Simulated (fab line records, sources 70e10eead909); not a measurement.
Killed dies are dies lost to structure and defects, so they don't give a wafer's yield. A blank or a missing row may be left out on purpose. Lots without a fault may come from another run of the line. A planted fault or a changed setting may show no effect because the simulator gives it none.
Which tool did it? | flow nand_harc | 7 lots, 21 wafers sampled, at 1 step of a route of 1302

WHAT THE GAUGES READ, wafer by wafer
NHARC_P_CONTACT_INSPECT_27.
lot  | measured     | on                | raw_defect_count
L482 | day 6 16:02  | defect_inspect-02 | 113 115 198
L486 | day 8 11:26  | defect_inspect-02 | 254 223 141
L488 | day 9 06:25  | defect_inspect-01 | 260 250 271
L492 | day 10 18:21 | defect_inspect-01 | 487 396 633
L497 | day 13 01:08 | defect_inspect-02 | 236 362 543
L500 | day 14 07:23 | defect_inspect-02 | 211 233 182
L502 | day 15 01:48 | defect_inspect-01 | 217 341 232

WHICH TOOL RAN EACH LOT (tool, then ch and the chambers of the sampled wafers, then the start)
The record holds no process step before these readings.

THE ANSWER, worked out from the rows above alone
Rule: what is usual is taken from the lots themselves. Put in order of their means at a reading, lots are off if they are a third of the lots or fewer, leave a main group of 4 or more, and stand apart from it by a gap of 3 or more times the standard deviation of the main group's means; of several such gaps the widest counts. A main group whose means are all the same, to the digits that the tables above print for the reading, isn't used. A lot without any number at a reading at which 4 lots or more have one is off too. The other lots that the step has rows for count as sound.
No lot is off at any reading shown: from this, nothing can be told.

WHAT THE SIMULATOR HAD PUT IN
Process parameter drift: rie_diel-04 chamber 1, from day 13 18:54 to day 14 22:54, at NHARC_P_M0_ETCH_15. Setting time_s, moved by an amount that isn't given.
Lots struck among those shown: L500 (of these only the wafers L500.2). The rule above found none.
